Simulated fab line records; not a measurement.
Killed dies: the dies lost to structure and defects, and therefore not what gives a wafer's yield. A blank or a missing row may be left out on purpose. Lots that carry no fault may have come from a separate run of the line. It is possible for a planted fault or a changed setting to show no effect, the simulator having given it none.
Problem report in the 8D (eight disciplines) form, filled by code | flow n5_finfet | the parts of the form that need people (team, actions taken, sign-off) are left out

== 1. THE ISSUE ==
At N5_FIN_SAQP_CD_MEAS_27, cd_nm averages 18.01 nm over 2 wafers from 2 lots, while fault-free wafers read 20.28 nm, standard deviation 0.2. That puts it -11 standard deviations away from the usual mean.
The step: target cd 20 nm.
Seen first at day 5 12:34 on cd_sem-01, wafer L984.6. The record has a number at this step for 25 wafers belonging to 9 lots. By rule, "out" or "out of limits" means more than 4 standard deviations away from the usual mean. Any other wafer with a number is counted as sound.

== 2. WHAT IT IS; WHAT IT IS NOT ==
question                    | is               | is not
which readings at this step | cd_nm            | -
which lots                  | L984, L985       | L970, L972, L974, L977, L988, L989, L993
which wafers of those lots  | L984.6, L985.5   | L984.1, L985.1
read on which gauges        | cd_sem-01        | cd_sem-02
when                        | from day 5 12:34 | up to then (13 sound wafers); but 10 sound wafers of L985, L988, L989, L993 came after

== 3. THE SUSPECTS, EACH WITH WHAT RULES IT OUT ==
Counting: a tool at a process step up to the reading stays a suspect if it ran every lot that is out. Sound lots after the first of them don't rule it out here, since some wafers of a struck lot are sound.
- the gauge at N5_FIN_SAQP_CD_MEAS_27 is ruled out. All the wafers that are out were read on cd_sem-01, but those of them that N5_PASSIVATION_PROBE_49 has rows for are out there too, on other tools.
- rie_diel-06 at N5_FIN_SAQP_HM_OPEN_73 (chemistry CHF3/O2, target SiO2, stops on a-Si, target depth 12 nm, time 16.8 s): kept. It processed each lot that is out (first: L984, day 5 10:44); up to then, its last sound lot is L977 (day 3 17:43).
- ald_sin-04 at N5_FIN_SAQP_SPACER1_ALD_24 (deposits SiO2, target thk 20.3 nm, pulse time 1 s, purge time 2 s): kept. It processed each lot that is out (first: L984, day 5 11:39); up to then, its last sound lot is L977 (day 3 18:46).
Remaining after the count are rie_diel-06 at N5_FIN_SAQP_HM_OPEN_73 and ald_sin-04 at N5_FIN_SAQP_SPACER1_ALD_24.

== 4. THE CAUSE (what the simulator had put in) ==
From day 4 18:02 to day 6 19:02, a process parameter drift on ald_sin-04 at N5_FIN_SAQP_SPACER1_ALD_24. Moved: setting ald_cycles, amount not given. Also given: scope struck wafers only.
This tool is one of the 2 suspects left after counting.

== 5. THE EFFECT CHAIN, in route order ==
Rows list readings where the struck wafers' mean (over those with a number) sits beyond 3 standard deviations from the usual. Only readings whose record carries a usual standard deviation are examined. hours: median over the lots of the time between each lot's start at the first step of this table that gives one and its start at this step. sigmas: the change, counted in usual standard deviations.
hours | step                    | reading         | usual    | on struck wafers | change | sigmas
0     | N5_FIN_SAQP_CD_MEAS_27  | cd_nm           | 20.28 nm | 18.01            | -2.27  | -11
257   | N5_PASSIVATION_PROBE_49 | killed_at_other | 3.7      | 15.0             | +11.3  | +4.0
Its process steps:
- N5_PASSIVATION_PROBE_49
Later steps that measure or inspect, where all struck wafers having a row at the step show a number for every such reading and not one has moved that far: N5_BEOL_M4_RC_MEAS_101.

== 6. WHAT WOULD HAVE CAUGHT IT SOONER ==
The first out-of-limits reading at a measuring or inspecting step in this record came at day 5 12:34, 19 hours after the fault's start at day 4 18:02.
Of the tool readings at N5_FIN_SAQP_SPACER1_ALD_24 for which the record gives a usual standard deviation, none was out on any struck wafer, so an alarm limit of 4 standard deviations on them would not have fired.
L985, from the lots that are out (2), started N5_FIN_SAQP_SPACER1_ALD_24 on ald_sin-04 later than day 5 12:34. Putting the tool on hold at that point would have spared it.
